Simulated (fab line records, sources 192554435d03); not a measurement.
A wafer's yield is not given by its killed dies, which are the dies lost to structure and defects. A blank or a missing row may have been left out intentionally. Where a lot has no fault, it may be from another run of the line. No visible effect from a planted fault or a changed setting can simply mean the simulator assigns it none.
fab line records	flow n5Finfet
record: lots: 7	wafers: 39
route steps=1938 shown FIN_SAQP@120 FIN_CUT@160 DUMMY_GATE@250 HKMG_FIN@402 MOL_CONTACT_COAG@584
startH: hours from the record's opening day to when the first of the lot's shown wafers began	waitH: how many hours have passed since the lot's step before this one	" identical to the entry in the row above	L1.1+2: a row that stands for several wafers	- no value present, or no start provided	* or withheld: withheld	< > ~ a bound
route shown NAME@n: NAME is a module with steps in the file, n the number in the route of the first one	usual: mean/standard deviation taken from wafers without a fault	same: alike in all rows	chamber/n: place in a boat	sites: each site's reading	_std_site: the standard deviation of these	_edge_site: the outer-site mean with the inner-site mean subtracted	radiusMm: for every site, how far away it sits from the centre of the wafer	mask NAME#n: copy n	behind: the last tool/chamber to shape the wafer	hold: reason for holding the lot/hours on hold/outcome of the hold	device: names the non-switching transistor (n, p or np)	end of line: the same wafers' tests at the end of the route	a step without rows: its recipe alone	killed: not the wafer's yield, but the dies lost to structure and defects at the first sort	map: dies across one wafer; x = killed, . = not, _ = none there
set.NAME: the setting as run; set.NAME@STEP: as run at that earlier step	model.NAME: the simulator's own value behind a step, which no gauge read
lots with deliberately changed settings; one table per step, one row per wafer
== steps ==
step: N5_FIN_SAQP_MANDREL_ETCH_22
recipe: targetDepthA: 600	chemistry: HBr/Cl2	target: a-Si	stopOn: SiNx	btTimeS: 10	overEtchFrac: 0.5	timeS: 30	pressureMtorr: 10	icpW: 800	biasW: 75	HBr_flow_sccm: 150	Cl2_flow_sccm: 80	ends: endPoint
lot.wafer	tool	chamber	startH	waitH	set.targetDepthA	model.SOC_of_FIN_SAQP_COAT_49.thkNm
L080.1	rieSi-03	3	58.29	0.0	533.8	78.51
L080.2	"	0	"	"	533.8	78.05
L080.3	"	1	"	"	600	76.48
L080.4	"	2	"	"	600	76.29
L080.5	"	3	"	"	533.8	78.55
L080.6	"	2	"	"	600	75.9
L084.1	rieSi-01	3	83.11	0.0	539.1	78.73
L084.2	"	2	"	"	600	76.56
L084.3	"	0	"	"	539.1	78.55
L084.4	"	1	"	"	600	75.53
L084.5	"	1	"	"	600	75.85
L084.6	"	0	"	"	539.1	78.45
L086.1	rieSi-03	1	94.39	0.0	600	75.98
L086.2	"	3	"	"	570.4	77.1
L086.3	"	0	"	"	600	75.14
L086.4	"	2	"	"	570.4	76.61
L086.5	"	3	"	"	570.4	76.93
L086.6	"	2	"	"	600	75.65
L089.3	rieSi-01	2	112.40	0.0	600	76.82
L089.4	"	0	"	"	600	76.61
L089.6	"	0	"	"	600	76.03
L091.1	rieSi-01	3	124.04	0.0	600	76.76
L091.2	"	1	"	"	600	76.11
L091.3	"	0	"	"	551.7	78.18
L091.4	"	2	"	"	551.7	78.31
L091.5	"	2	"	"	551.7	78.25
L091.6	"	1	"	"	600	75.87
L092.1	rieSi-01	2	130.50	0.0	600	75.97
L092.2	"	0	"	"	600	75.92
L092.3	"	1	"	"	600	75.26
L092.4	"	1	"	"	600	75.88
L092.5	"	0	"	"	600	75.71
L092.6	"	2	"	"	600	76.22
L093.1	rieSi-01	1	136.80	0.0	561.5	77.41
L093.2	"	0	"	"	600	75.98
L093.3	"	3	"	"	561.5	77.82
L093.4	"	2	"	"	561.5	78.01
L093.5	"	3	"	"	600	76.66
L093.6	"	2	"	"	600	76.3
step: N5_FIN_CUT_EXPOSE_05
recipe: maskId: FIN_CUT	na: 0.33	sourceShape: annular	sigmaInner: 0.35	sigmaOuter: 0.8	polarization: unpolarized	doseMj: 45.75
lot.wafer	tool	chamber	startH	waitH	mask	set.doseMj
L080.1+2+6	euvScanner-02	0	62.58	-	FIN_CUT#0	49.18
L080.3+4+5	"	0	"	"	FIN_CUT#0	45.75
L084.1+2+6	euvScanner-02	0	89.78	-	FIN_CUT#0	43.16
L084.3+4+5	"	0	"	"	FIN_CUT#0	45.75
L086.1+2+3+4+5+6	euvScanner-01	0	98.66	-	FIN_CUT#0	45.75
L089.3+4+6	euvScanner-02	0	117.00	-	FIN_CUT#0	45.75
L091.1+3+5	euvScanner-02	0	128.33	-	FIN_CUT#0	45.75
L091.2+4+6	"	0	"	"	FIN_CUT#0	48.53
L092.1+2+3+4+5+6	euvScanner-02	0	135.11	-	FIN_CUT#0	45.75
L093.1+2+6	euvScanner-02	0	140.90	-	FIN_CUT#0	43.22
L093.3+4+5	"	0	"	"	FIN_CUT#0	45.75
step: N5_FIN_CUT_PEB_06
recipe: pebTempC: 100	pebTimeS: 60	resist: CAR-EUV
step: N5_FIN_CUT_DEVELOP_07
recipe: developTimeS: 30	developer: TMAH	resist: CAR-EUV	rinseLiquid: surfactantRinse	dry: airSpin	devTempC: 23
step: N5_FIN_CUT_CD_MEAS_08
recipe: targetCdNm: 29.1	landingEnergyEv: 500	detector: seInlens	polarity: opening
usual: cdNm: 29.08/0.23
lot.wafer	tool	chamber	startH	waitH	set.doseMj@FIN_CUT_EXPOSE_05	cdNm
L080.1	cdSem-03	0	62.71	-	49.18	30.55
L080.2	"	0	"	"	49.18	30.13
L080.3	"	0	"	"	45.75	29.22
L080.4	"	0	"	"	45.75	29.25
L080.5	"	0	"	"	45.75	29.00
L080.6	"	0	"	"	49.18	30.46
L084.1	cdSem-02	0	89.92	-	43.16	27.68
L084.2	"	0	"	"	43.16	28.14
L084.3	"	0	"	"	45.75	29.58
L084.4	"	0	"	"	45.75	29.22
L084.5	"	0	"	"	45.75	28.79
L084.6	"	0	"	"	43.16	28.20
L086.1	cdSem-01	0	98.79	-	45.75	28.82
L086.2	"	0	"	"	45.75	29.03
L086.3	"	0	"	"	45.75	29.53
L086.4	"	0	"	"	45.75	29.21
L086.5	"	0	"	"	45.75	29.07
L086.6	"	0	"	"	45.75	29.28
L089.3	cdSem-02	0	117.12	-	45.75	29.20
L089.4	"	0	"	"	45.75	29.31
L089.6	"	0	"	"	45.75	28.56
L091.1	cdSem-01	0	128.46	-	45.75	28.68
L091.2	"	0	"	"	48.53	30.31
L091.3	"	0	"	"	45.75	29.40
L091.4	"	0	"	"	48.53	30.19
L091.5	"	0	"	"	45.75	29.12
L091.6	"	0	"	"	48.53	30.23
L092.1	cdSem-02	0	135.25	-	45.75	28.98
L092.2	"	0	"	"	45.75	29.10
L092.3	"	0	"	"	45.75	29.18
L092.4	"	0	"	"	45.75	29.06
L092.5	"	0	"	"	45.75	28.54
L092.6	"	0	"	"	45.75	28.74
L093.1	cdSem-03	0	141.04	-	43.22	27.91
L093.2	"	0	"	"	43.22	28.53
L093.3	"	0	"	"	45.75	29.57
L093.4	"	0	"	"	45.75	28.90
L093.5	"	0	"	"	45.75	29.17
L093.6	"	0	"	"	43.22	28.15
step: N5_FIN_CUT_DESCUM_13
recipe: chemistry: O2	timeS: 7	sourcePowerW: 50	biasPowerW: 20	pressureMtorr: 20	rfFrequencyHz: 2.712e+07	tempC: 40	resist: CAR-EUV	o2FlowSccm: 225
step: N5_FIN_CUT_ETCH_30
recipe: chemistry: N2/H2	target: underlayer	targetDepthA: 130	maskMaterial: CAR-EUV	timeS: 10.4	ionEnergyEv: 200	pressureMtorr: 30	sourceW: 840	biasW: 150	n2FlowSccm: 200	h2FlowSccm: 200	ends: cleared
lot.wafer	tool	chamber	startH	waitH	set.doseMj@FIN_CUT_EXPOSE_05	model.FIN_CUT.cdOffsetNm
L080.1+2+6	rieDiel-02	2,1,1	62.88	0.0	49.18	1.2
L080.3+5	"	3,0	"	"	45.75	-0.2
L080.4	"	0	"	"	45.75	0
L084.1+2+6	rieDiel-03	3,2,0	90.11	0.0	43.16	-1
L084.3+5	"	1	"	"	45.75	0
L084.4	"	0	"	"	45.75	0.2
L086.1+6	rieDiel-02	2	98.95	0.0	45.75	0
L086.2+4	"	3,1	"	"	45.75	-0.2
L086.3	"	0	"	"	45.75	0.2
L086.5	"	1	"	"	45.75	-0.4
L089.3+6	rieDiel-04	1,2	117.28	0.0	45.75	0
L089.4	"	0	"	"	45.75	0.2
L091.1+3+5	rieDiel-02	3,1,2	128.62	0.0	45.75	0
L091.2	"	0	"	"	48.53	1.4
L091.4+6	"	2,1	"	"	48.53	1
L092.1+2+5+6	rieDiel-04	1,3,0,3	135.41	0.0	45.75	0
L092.3	"	2	"	"	45.75	-0.2
L092.4	"	0	"	"	45.75	0.2
L093.1	rieDiel-03	0	141.61	0.0	43.22	-0.8
L093.2+6	"	3,0	"	"	43.22	-1
L093.3+5	"	2,3	"	"	45.75	0
L093.4	"	1	"	"	45.75	-0.2
step: N5_DUMMY_GATE_ETCH_42
recipe: chemistry: CHF3/O2	target: SiO2	targetDepthA: 35	timeS: 31	ionEnergyEv: 30	biasW: 12	pressureMtorr: 30	sourceW: 600	Ar_flow_sccm: 200	CHF3_flow_sccm: 50	O2_flow_sccm: 5
usual: rfVppV: 42.5/0.96
lot.wafer	tool	chamber	startH	waitH	set.biasW	rfVppV
L080.1	rieDiel-02	1	82.39	0.2	12	40.7
L080.2	"	0	"	"	12	41.9
L080.3	"	2	"	"	13.64	46.3
L080.4	"	2	"	"	12	43.1
L080.5	"	1	"	"	13.64	46.0
L080.6	"	0	"	"	13.64	46.1
L084.1	rieDiel-03	0	110.99	0.0	12	42.4
L084.2	"	3	"	"	12	42.2
L084.3	"	1	"	"	12	42.1
L084.4	"	2	"	"	12	42.1
L084.5	"	1	"	"	12	43.7
L084.6	"	2	"	"	12	41.7
L086.1	rieDiel-03	2	119.04	0.0	12	42.6
L086.2	"	3	"	"	9.745	34.7
L086.3	"	0	"	"	12	42.4
L086.4	"	1	"	"	9.745	36.6
L086.5	"	1	"	"	12	43.3
L086.6	"	0	"	"	9.745	36.5
L089.3	rieDiel-04	2	137.03	0.1	12	42.9
L089.4	"	0	"	"	12	42.5
L089.6	"	3	"	"	12	41.3
L091.1	rieDiel-02	1	148.16	0.0	12	42.6
L091.2	"	3	"	"	11.35	39.8
L091.3	"	0	"	"	12	43.3
L091.4	"	2	"	"	12	42.0
L091.5	"	1	"	"	11.35	40.6
L091.6	"	0	"	"	11.35	40.2
L092.1	rieDiel-02	2	156.66	0.2	12	42.5
L092.2	"	1	"	"	12	42.6
L092.3	"	3	"	"	10.12	38.2
L092.4	"	0	"	"	10.12	38.2
L092.5	"	0	"	"	10.12	36.1
L092.6	"	1	"	"	12	42.0
L093.1	rieDiel-02	2	161.93	0.0	12	41.9
L093.2	"	0	"	"	14.1	46.9
L093.3	"	1	"	"	14.1	47.8
L093.4	"	3	"	"	12	43.9
L093.5	"	0	"	"	12	43.1
L093.6	"	1	"	"	14.1	46.2
step: N5_HKMG_FIN_ETCH_54
recipe: chemistry: CF4	target: SiARC	targetDepthA: 455	maskMaterial: CAR-ArF	timeS: 75.8	ionEnergyEv: 80	pressureMtorr: 40	sourceW: 545	biasW: 36	Ar_flow_sccm: 100	cf4FlowSccm: 100	ends: cleared
usual: rfVppV: 183.9/1.1
lot.wafer	tool	chamber	startH	waitH	set.biasW	rfVppV
L080.1	rieDiel-05	1	108.53	0.0	36	182.5
L080.2	"	2	"	"	39.26	195.1
L080.3	"	0	"	"	36	183.9
L080.4	"	3	"	"	39.26	195.1
L080.5	"	3	"	"	36	183.6
L080.6	"	0	"	"	39.26	195.3
L084.1	rieDiel-06	1	134.66	0.0	36	184.1
L084.2	"	3	"	"	42.46	202.6
L084.3	"	0	"	"	36	185.3
L084.4	"	2	"	"	36	183.1
L084.5	"	2	"	"	42.46	203.1
L084.6	"	3	"	"	42.46	202.8
L086.1	rieDiel-01	3	142.22	0.0	32.1	168.9
L086.2	"	1	"	"	32.1	172.7
L086.3	"	2	"	"	36	185.1
L086.4	"	0	"	"	36	183.6
L086.5	"	1	"	"	36	183.2
L086.6	"	0	"	"	32.1	171.6
L089.3	rieDiel-01	3	162.09	0.0	36	183.2
L089.4	"	0	"	"	36	185.2
L089.6	"	3	"	"	36	183.0
L091.1	rieDiel-01	1	172.79	0.0	39.69	196.0
L091.2	"	3	"	"	39.69	195.6
L091.3	"	0	"	"	39.69	194.0
L091.4	"	2	"	"	36	184.2
L091.5	"	1	"	"	36	184.1
L091.6	"	0	"	"	36	182.5
L092.1	rieDiel-01	1	180.59	0.0	29.29	161.0
L092.2	"	3	"	"	36	183.7
L092.3	"	0	"	"	36	184.3
L092.4	"	2	"	"	29.29	161.2
L092.5	"	3	"	"	29.29	160.2
L092.6	"	0	"	"	36	182.6
L093.1	rieDiel-05	2	187.60	0.0	36	183.8
L093.2	"	0	"	"	36	184.4
L093.3	"	3	"	"	36	186.0
L093.4	"	1	"	"	36	184.4
L093.5	"	3	"	"	36	186.2
L093.6	"	2	"	"	36	185.5
step: N5_MOL_CONTACT_COAG_ETCHBACK_135
recipe: chemistry: CHF3	target: SiO2	targetDepthA: 250	timeS: 16.7	ionEnergyEv: 200	pressureMtorr: 30	sourceW: 610	biasW: 170	Ar_flow_sccm: 200	CHF3_flow_sccm: 50
lot.wafer	tool	chamber	startH	waitH	set.timeS	model.SOC_of_MOL_CONTACT_COAG_COAT_75.thkNm
L080.1	rieDiel-05	3	135.65	0.0	20.34	56.6
L080.2+5	"	0,3	"	"	16.7	57.2
L080.3+6	"	2,0	"	"	20.34	56.8
L080.4	"	1	"	"	16.7	57.4
L084.1+4	rieDiel-06	1,3	162.95	0.0	16.7	57.6
L084.2+6	"	2,0	"	"	16.7	57.2
L084.3+5	"	0,3	"	"	16.7	57.4
L086.1+6	rieDiel-01	1,3	168.10	0.0	13.03	58
L086.2+3+4	"	2,3,0	"	"	16.7	57.4
L086.5	"	0	"	"	13.03	58.2
L089.3+4+6	rieDiel-01	0,2,1	189.14	0.0	16.7	57.4
L091.1	rieDiel-06	1	200.74	0.0	16.7	57.2
L091.2+4	"	3,1	"	"	17.73	57.2
L091.3+6	"	0	"	"	16.7	57.4
L091.5	"	3	"	"	17.73	57
L092.1+2+3+5	rieDiel-05	1,0,3,0	206.72	0.0	16.7	57.2
L092.4+6	"	1,3	"	"	16.7	57
L093.1+4	rieDiel-06	3,1	212.69	0.0	16.7	57.4
L093.2+3+5	"	0,2,3	"	"	13.65	58
L093.6	"	0	"	"	16.7	57.6
== key ==
split: step: N5_FIN_SAQP_MANDREL_ETCH_22	setting: targetDepthA	stated: 600	by: wafer
response: step: N5_FIN_SAQP_MANDREL_ETCH_22	reading: model.SOC_of_FIN_SAQP_COAT_49.thkNm	change: -0.23	per: 1%	r: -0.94
split: step: N5_FIN_CUT_EXPOSE_05	setting: doseMj	stated: 45.75	by: wafer
response: step: N5_FIN_CUT_CD_MEAS_08	reading: cdNm	change: +0.184	per: 1%	r: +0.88
response: step: N5_FIN_CUT_ETCH_30	reading: model.FIN_CUT.cdOffsetNm	change: +0.178	per: 1%	r: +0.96
split: step: N5_DUMMY_GATE_ETCH_42	setting: biasW	stated: 12	by: wafer
response: step: N5_DUMMY_GATE_ETCH_42	reading: rfVppV	change: +0.308	per: 1%	r: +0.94
split: step: N5_HKMG_FIN_ETCH_54	setting: biasW	stated: 36	by: wafer
response: step: N5_HKMG_FIN_ETCH_54	reading: rfVppV	change: +1.15	per: 1%	r: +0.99
split: step: N5_MOL_CONTACT_COAG_ETCHBACK_135	setting: timeS	stated: 16.7	by: wafer
response: step: N5_MOL_CONTACT_COAG_ETCHBACK_135	reading: model.SOC_of_MOL_CONTACT_COAG_COAT_75.thkNm	change: -0.028	per: 1%	r: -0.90
